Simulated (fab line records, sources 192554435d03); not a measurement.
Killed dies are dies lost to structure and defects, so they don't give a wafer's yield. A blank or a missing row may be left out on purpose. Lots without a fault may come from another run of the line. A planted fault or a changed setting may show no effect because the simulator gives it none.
fab line records | flow n5_finfet
record lots=11 wafers=32 last_day=17
route steps=1938 shown BEOL_M14@1770 BEOL_M15@1784
lots that met no fault: from a run of the same line without faults
start_h: hours from the record's first day to the start of the lot's first wafer shown | wait_h: hours since the lot's step before | " the same as in the row above | L1.1+2: a row that stands for several wafers | - no value, or no start given | * or withheld: withheld | < > ~ a bound
route shown NAME@n: a module of which the file shows steps, and the number in the route of the first | usual: mean/standard deviation of fault-free wafers | same: alike in all rows | chamber/n: place in a boat | sites: the reading at each site | _std_site: their standard deviation | _edge_site: outer sites' mean less inner sites' | radius_mm: how far each site lies from the wafer's centre | mask NAME#n: copy n | behind: the tool/chamber that last shaped the wafer | hold: why the lot was held/for how many hours/how that ended | device: the transistor (n, p or np) that didn't switch | end of line: the same wafers' tests at the end of the route | a step without rows: its recipe alone | killed: dies lost to structure and defects at the first sort, not the wafer's yield | map: a wafer's dies, x killed, . not, _ none there
set.NAME: the setting as run; set.NAME@STEP: as run at that earlier step | model.NAME: the simulator's own value behind a step, which no gauge read
steps of the route over a sample of lots; a table a step, a row a wafer
services: from which hour (start_h, from the record's first day; less than 0 if before it) a tool's chamber was out of use, for how many hours, and why
## steps
# step N5_BEOL_M14_DEP_53
# recipe material=SiCN target_thk_a=500 temp_c=withheld precursor=3MS/NH3 pressure_torr=3 rf_w=675 time_s=17.8
# usual showerhead_plenum_p_Torr=4.167/0.024 throttle_valve_pct=18.7/1.2
# same time_s=17.8
# columns lot.wafer tool chamber start_h wait_h showerhead_plenum_p_Torr throttle_valve_pct
L212.4 pecvd-04 2 227.50 0.0 4.144 18.3
L212.5 " 0 " " 4.166 17.9
L212.6 " 1 " " 4.133 18.6
L214.1 pecvd-03 0 253.04 0.0 4.153 20.2
L214.3 " 1 " " 4.174 16.8
L214.4 " 2 " " 4.173 17.5
L216.1 pecvd-04 1 267.01 0.0 4.131 19.0
L216.2 " 2 " " 4.162 18.4
L216.4 " 1 " " 4.136 18.6
L217.2 pecvd-04 1 277.64 0.0 4.144 18.4
L217.3 " 2 " " 4.163 18.0
L217.5 " 1 " " 4.138 18.4
L219.2 pecvd-03 1 277.94 0.0 4.163 16.9
L219.3 " 0 " " 4.163 20.1
L219.5 " 1 " " 4.172 17.0
L224.1 pecvd-03 1 327.93 0.0 4.181 17.0
L224.3 " 2 " " 4.152 17.6
L224.4 " 1 " " 4.186 16.7
L232.1 pecvd-04 1 358.68 0.0 4.149 18.5
L232.2 " 2 " " 4.151 18.5
L232.6 " 1 " " 4.133 18.5
L229.1 pecvd-04 1 366.51 0.0 4.139 18.6
L229.4 " 2 " " 4.161 18.5
L229.5 " 1 " " 4.143 18.1
L233.1 pecvd-03 0 379.50 0.0 4.147 20.5
L233.5 " 0 " " 4.144 20.6
L234.1 pecvd-01 2 391.76 0.0 4.177 19.3
L234.2 " 0 " " 4.236 21.3
L234.6 " 1 " " 4.151 18.2
L235.1 pecvd-01 2 392.25 0.0 4.179 19.1
L235.3 " 0 " " 4.220 21.5
L235.5 " 0 " " 4.216 21.4
# step N5_BEOL_M15_OVL_MEAS_11
# recipe points_per_wafer=44
# usual V14_OVL=5/5
# same points_per_wafer=44
# columns lot.wafer tool chamber start_h wait_h V14_OVL[nm]
L212.4 overlay-02 0 228.20 0.0 5
L212.5 " 0 " " 1
L212.6 " 0 " " 6
L214.1 overlay-02 0 253.88 0.0 5
L214.3 " 0 " " 3
L214.4 " 0 " " 5
L216.1 overlay-01 0 267.85 0.0 -1
L216.2 " 0 " " 1
L216.4 " 0 " " 6
L217.2 overlay-02 0 278.50 0.0 11
L217.3 " 0 " " 14
L217.5 " 0 " " 8
L219.2 overlay-01 0 278.77 0.0 13
L219.3 " 0 " " 11
L219.5 " 0 " " 5
L224.1 overlay-02 0 328.64 0.0 4
L224.3 " 0 " " 4
L224.4 " 0 " " 1
L232.1 overlay-02 0 359.52 0.0 -6
L232.2 " 0 " " -4
L232.6 " 0 " " 5
L229.1 overlay-02 0 367.22 0.0 13
L229.4 " 0 " " 14
L229.5 " 0 " " 12
L233.1 overlay-01 0 380.22 0.0 5
L233.5 " 0 " " 10
L234.1 overlay-01 0 392.47 0.0 0
L234.2 " 0 " " 4
L234.6 " 0 " " 8
L235.1 overlay-01 0 392.96 0.0 8
L235.3 " 0 " " 10
L235.5 " 0 " " 4
# step N5_BEOL_M15_INSPECT_12
# recipe mode=adi inspect_instrument=macro
# usual raw_defect_count=2.0/1.5
# columns lot.wafer tool chamber start_h wait_h raw_defect_count
L212.4 defect_inspect-01 - 228.23 0.0 4
L212.5 " - " " 7
L212.6 " - " " 0
L214.1 defect_inspect-01 - 253.90 0.0 2
L214.3 " - " " 1
L214.4 " - " " 1
L216.1 defect_inspect-01 - 267.87 0.0 3
L216.2 " - " " 0
L216.4 " - " " 1
L217.2 defect_inspect-01 - 278.52 0.0 2
L217.3 " - " " 0
L217.5 " - " " 4
L219.2 defect_inspect-02 - 278.79 0.0 1
L219.3 " - " " 0
L219.5 " - " " 0
L224.1 defect_inspect-01 - 328.67 0.0 0
L224.3 " - " " 3
L224.4 " - " " 1
L232.1 defect_inspect-02 - 359.55 0.0 0
L232.2 " - " " 2
L232.6 " - " " 3
L229.1 defect_inspect-01 - 367.24 0.0 3
L229.4 " - " " 2
L229.5 " - " " 2
L233.1 defect_inspect-01 - 380.24 0.0 5
L233.5 " - " " 3
L234.1 defect_inspect-01 - 392.50 0.0 0
L234.2 " - " " 2
L234.6 " - " " 0
L235.1 defect_inspect-01 - 392.99 0.0 3
L235.3 " - " " 0
L235.5 " - " " 1
# step N5_BEOL_M15_ETCH_61
# recipe chemistry=N2/H2 target=BARC target_depth_a=890 overetch_a=267 time_s=67.9 ion_energy_ev=200 pressure_mtorr=30 source_w=840 bias_w=150 n2_flow_sccm=200 h2_flow_sccm=200
# usual bias_w=150.0/0.47 drypump_motor_current_A=5.6/0.5 oes_product_au=0.73/0.076 rf_vpp_V=523.9/2.8 showerhead_plenum_p_Torr=2.54/0.1 throttle_valve_pct=17.7/0.35
# same time_s=67.9
# columns lot.wafer tool chamber start_h wait_h bias_w drypump_motor_current_A oes_product_au rf_hours_counter_h rf_vpp_V showerhead_plenum_p_Torr throttle_valve_pct
L212.4 rie_diel-03 0 229.88 0.0 150.2 5.6 0.83 3 522.7 2.49 17.7
L212.5 " 1 " " 150.5 4.9 0.72 - 527.5 2.69 18.2
L212.6 " 0 " " 150.2 5.6 0.82 - 524.0 2.49 17.7
L214.1 rie_diel-03 2 255.77 0.0 150.0 6.6 0.64 179 526.1 2.62 17.7
L214.3 " 3 " " 149.8 5.4 0.76 26 522.2 2.49 17.8
L214.4 " 1 " " 150.1 4.9 0.71 70 529.6 2.69 18.2
L216.1 rie_diel-03 3 269.58 0.0 150.2 5.4 0.76 28 522.1 2.49 17.9
L216.2 " 1 " " 149.7 4.9 0.70 72 526.4 2.69 18.2
L216.4 " 0 " " 149.6 5.7 0.78 15 524.4 2.48 17.7
L217.2 rie_diel-04 3 280.28 0.0 149.5 6.1 0.64 157 521.1 2.43 17.9
L217.3 " 2 " " 150.5 6.3 0.58 248 522.3 2.51 18.3
L217.5 " 2 " " 151.0 6.3 0.59 - 521.7 2.51 18.3
L219.2 rie_diel-05 0 280.49 0.0 150.0 5.6 0.72 80 524.3 2.56 17.2
L219.3 " 2 " " 150.3 5.7 0.84 5 525.1 2.59 17.1
L219.5 " 2 " " 150.9 5.7 0.83 - 525.9 2.59 17.1
L224.1 rie_diel-03 2 330.55 0.0 149.6 6.6 0.63 198 526.5 2.61 17.7
L224.3 " 1 " " 166.3 4.9 0.69 88 562.2 2.68 18.3
L224.4 " 3 " " 150.4 5.4 0.74 44 521.5 2.48 17.9
L232.1 rie_diel-05 3 361.59 0.0 149.7 5.0 0.75 49 523.8 2.47 17.2
L232.2 " 1 " " 149.6 5.8 0.76 35 530.0 2.72 17.7
L232.6 " 1 " " 149.7 5.8 0.77 - 528.6 2.72 17.7
L229.1 rie_diel-04 3 368.83 0.0 149.0 6.1 0.62 191 522.9 2.42 17.9
L229.4 " 3 " " 149.4 6.0 0.61 - 520.3 2.42 17.9
L229.5 " 0 " " 150.5 5.1 0.81 - 527.2 2.71 17.4
L233.1 rie_diel-04 1 381.89 0.0 150.6 5.0 0.59 226 520.1 2.40 18.0
L233.5 " 0 " " 150.2 5.1 0.80 - 528.5 2.71 17.4
L234.1 rie_diel-05 0 394.22 0.0 150.7 5.5 0.69 113 523.6 2.54 17.3
L234.2 " 2 " " 149.5 5.7 0.77 36 525.2 2.58 17.2
L234.6 " 3 " " 149.6 5.0 0.74 - 523.0 2.47 17.2
L235.1 rie_diel-04 2 394.66 0.0 149.8 6.3 0.78 31 522.7 2.49 18.0
L235.3 " 1 " " 149.5 5.0 0.58 232 520.8 2.40 18.0
L235.5 " 0 " " 150.4 5.1 0.79 - 527.3 2.70 17.4
## services
# columns tool chamber start_h hours kind
pecvd-01 2 217.11 6.5 repair
pecvd-03 0 218.77 14.6 repair
pecvd-03 - 232.87 3.7 repair
pecvd-01 - 252.22 2.3 repair
pecvd-04 0 271.90 10.6 repair
rie_diel-04 2 287.02 - clean
rie_diel-04 2 287.02 - consumable_replace:focus_ring
rie_diel-04 0 309.21 - clean
rie_diel-04 0 309.21 - consumable_replace:esc
rie_diel-04 0 309.21 - consumable_replace:focus_ring
rie_diel-04 0 309.21 - consumable_replace:showerhead
rie_diel-04 0 309.21 25.9 scheduled_down
rie_diel-04 0 309.21 25.9 vent_cycle
pecvd-04 0 320.09 16.5 scheduled_down
rie_diel-03 1 342.20 1.8 repair
pecvd-03 2 346.52 7.2 repair
rie_diel-04 1 359.38 18.2 repair
rie_diel-05 3 367.83 2.5 repair
pecvd-04 1 370.49 5.5 scheduled_down
rie_diel-03 3 370.70 7.7 repair
pecvd-03 1 383.66 - clean
pecvd-03 1 383.66 - consumable_replace:showerhead
rie_diel-04 2 385.79 2.7 repair
rie_diel-03 3 389.13 16.0 repair
## key
first_sign step=N5_BEOL_M15_ETCH_61 reading=bias_w direction=up sigmas=35 usual=* struck=*
effect step=N5_BEOL_M15_ETCH_61 reading=rf_vpp_V direction=up sigmas=14 usual=523.9 struck=562.2
met_at N5_BEOL_M15_ETCH_61
struck_lots L224
struck_wafers L224.3
not_acting_at N5_BEOL_M14_DEP_53,N5_BEOL_M15_OVL_MEAS_11,N5_BEOL_M15_INSPECT_12
onset_between 269.58 330.55
fault kind=process_parameter_drift tool=rie_diel-03 chamber=1 onset_h=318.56 steps=N5_BEOL_M15_ETCH_61 channel=bias_w offset=* shape=step end_h=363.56 acts_in=* stated=*
